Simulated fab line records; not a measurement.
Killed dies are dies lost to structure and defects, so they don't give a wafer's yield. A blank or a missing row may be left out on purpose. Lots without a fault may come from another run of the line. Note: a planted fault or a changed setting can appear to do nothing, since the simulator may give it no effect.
Matching of chambers ; flow n5_finfet ; 4 sister chambers for N5_BEOL_M3_ETCH_77 on rie_diel-01
The step etches underlayer in N2/H2, target depth 6.5 nm, time 5.2 s. 22 wafers are shown with their chamber, then 11 later ones without.

== WAFERS WITH THEIR CHAMBER ==
wafer;chamber;showerhead_plenum_p_Torr (Torr);throttle_valve_pct (%);drypump_motor_current_A (A)
L074.2;0;2.54;18.04;6.0
L074.5;3;2.47;17.36;6.3
L074.6;2;2.66;17.81;5.9
L078.1;2;2.66;17.77;5.9
L078.2;3;2.47;17.37;6.3
L078.6;3;2.47;17.38;6.3
L081.3;2;2.66;17.80;5.9
L081.5;2;2.66;17.81;5.9
L081.6;3;2.47;17.38;6.2
L084.1;3;2.46;17.41;6.3
L084.4;1;2.43;18.08;5.8
L084.5;3;2.46;17.39;6.3
L086.2;1;2.43;18.08;5.8
L086.5;0;2.53;18.05;6.1
L086.6;3;2.46;17.36;6.2
L087.4;3;2.46;17.40;6.3
L087.5;3;2.46;17.39;6.2
L087.6;0;2.53;18.09;6.0
L088.2;3;2.46;17.41;6.3
L088.3;0;2.53;18.06;6.0
L088.4;1;2.43;18.08;5.8
L090.3;3;2.46;17.40;6.3

SIGNATURES (averages over the wafers above)
reading;chamber 0;chamber 1;chamber 2;chamber 3;scatter within a chamber
showerhead_plenum_p_Torr;2.5325;2.4300;2.6600;2.4636;0.00428
throttle_valve_pct;18.0600;18.0800;17.7975;17.3864;0.0178
drypump_motor_current_A;6.025;5.800;5.900;6.273;0.0404
Rule: for each reading, subtract the chamber's mean from the wafer's reading, divide by that reading's scatter and square the result; add these up over the readings and take the root, which gives the wafer's distance from the chamber. If the next closest chamber is less than 2 further off than the closest, the wafer can't be placed; otherwise it belongs to the closest. How the scatter is found: for the shown wafers, subtract from each reading the mean of its chamber, square and add these, divide the total by (wafers less chambers), then take the root.

== WAFERS WITHOUT THEIR CHAMBER ==
wafer;showerhead_plenum_p_Torr (Torr);throttle_valve_pct (%);drypump_motor_current_A (A)
L090.4;2.53;18.05;6.0
L090.5;2.46;17.42;6.3
L093.3;2.65;17.85;5.9
L093.4;2.53;18.10;6.1
L093.6;2.42;18.07;5.8
L096.2;2.52;18.08;6.0
L096.3;2.65;17.84;5.9
L096.6;2.52;18.09;6.1
L097.3;2.45;17.45;6.3
L097.4;2.65;17.83;5.9
L097.5;2.45;17.46;6.3

== CHAMBER TAKEN BY EACH ==
wafer;from the rows above;in truth
L090.4;0;0
L090.5;3;3
L093.3;2;2
L093.4;0;0
L093.6;1;1
L096.2;0;0
L096.3;2;2
L096.6;0;0
L097.3;3;3
L097.4;2;2
L097.5;3;3
Placed correctly: 11 of 11. Can't be placed from these rows: 0. Placed wrongly: 0.
